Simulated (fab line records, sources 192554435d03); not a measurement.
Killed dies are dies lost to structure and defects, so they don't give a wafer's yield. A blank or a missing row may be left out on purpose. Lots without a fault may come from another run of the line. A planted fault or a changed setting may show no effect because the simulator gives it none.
Which tool did it? | flow n5_finfet | 7 lots, 19 wafers sampled, at 4 steps of a route of 1938

WHAT THE GAUGES READ, wafer by wafer
N5_BEOL_M10_OCD_MEAS_38.
lot  | measured     | on     | trench_depth_nm (nm)
L845 | day 10 14:00 | ocd-02 | 146.5 148.9 149.8
L849 | day 11 14:41 | ocd-02 | 146.6 145.6 148.4
L850 | day 12 05:58 | ocd-01 | 147.6 147.4 149.7
L858 | day 14 15:13 | ocd-02 | 212.9 212.3
L861 | day 15 11:19 | ocd-01 | 213.1 148.1
L865 | day 16 00:24 | ocd-02 | 149.2 149.7 151.1
L868 | day 16 22:26 | ocd-02 | 151.9 148.8 151.5

WHICH TOOL RAN EACH LOT (tool, then ch and the chambers of the sampled wafers, then the start)
lot  | N5_BEOL_M10_STRIP_67               | N5_BEOL_M10_STRIP_36               | N5_BEOL_M10_TRENCH_ETCH_37
L845 | rie_diel-01 ch 0,1,2, day 10 11:43 | rie_diel-01 ch 0,1,2, day 10 13:47 | rie_diel-01 ch 0,1,2, day 10 13:49
L849 | rie_diel-01 ch 0,1,3, day 11 12:17 | rie_diel-05 ch 0,1, day 11 14:27   | rie_diel-05 ch 0,1, day 11 14:29
L850 | rie_diel-05 ch 0,1,3, day 12 03:45 | rie_diel-05 ch 1,3, day 12 05:44   | rie_diel-05 ch 1,3, day 12 05:47
L858 | rie_diel-01 ch 0,3, day 14 13:19   | rie_diel-05 ch 1,2, day 14 15:00   | rie_diel-05 ch 1,2, day 14 15:02
L861 | rie_diel-04 ch 1,2, day 15 09:53   | rie_diel-05 ch 0,3, day 15 11:05   | rie_diel-05 ch 0,3, day 15 11:08
L865 | rie_diel-05 ch 0,1, day 15 20:20   | rie_diel-01 ch 0,2,3, day 16 00:10 | rie_diel-01 ch 0,2,3, day 16 00:13
L868 | rie_diel-05 ch 0,1, day 16 20:13   | rie_diel-01 ch 0,1,2, day 16 22:13 | rie_diel-01 ch 0,1,2, day 16 22:15
- N5_BEOL_M10_STRIP_67: strips in CF4.
- N5_BEOL_M10_STRIP_36: strips in N2/H2.
- N5_BEOL_M10_TRENCH_ETCH_37: etches SiCOH lowk in C4F6/O2, target depth 148.83 nm, time 48 s.

THE ANSWER, worked out from the rows above alone
Rule: what is usual is taken from the lots themselves. Put in order of their means at a reading, lots are off if they are a third of the lots or fewer, leave a main group of 4 or more, and stand apart from it by a gap of 3 or more times the standard deviation of the main group's means; of several such gaps the widest counts. A main group whose means are all the same, to the digits that the tables above print for the reading, isn't used. A lot without any number at a reading at which 4 lots or more have one is off too. The other lots that the step has rows for count as sound.
Off: L858, L861, at N5_BEOL_M10_OCD_MEAS_38 (trench_depth_nm). The main group: mean 148.8 nm, standard deviation 1.4.
A tool fits if, at a process step before that reading, it ran every lot that is off, and no sound lot after the first of them. The gauges at N5_BEOL_M10_OCD_MEAS_38 are tried like those tools. One fits: rie_diel-05 at N5_BEOL_M10_STRIP_36 and N5_BEOL_M10_TRENCH_ETCH_37. At N5_BEOL_M10_STRIP_36 its last sound lot is L850 (day 12 05:44), its first lot that is off L858 (day 14 15:00): a fault that began between those two fits.

WHAT THE SIMULATOR HAD PUT IN
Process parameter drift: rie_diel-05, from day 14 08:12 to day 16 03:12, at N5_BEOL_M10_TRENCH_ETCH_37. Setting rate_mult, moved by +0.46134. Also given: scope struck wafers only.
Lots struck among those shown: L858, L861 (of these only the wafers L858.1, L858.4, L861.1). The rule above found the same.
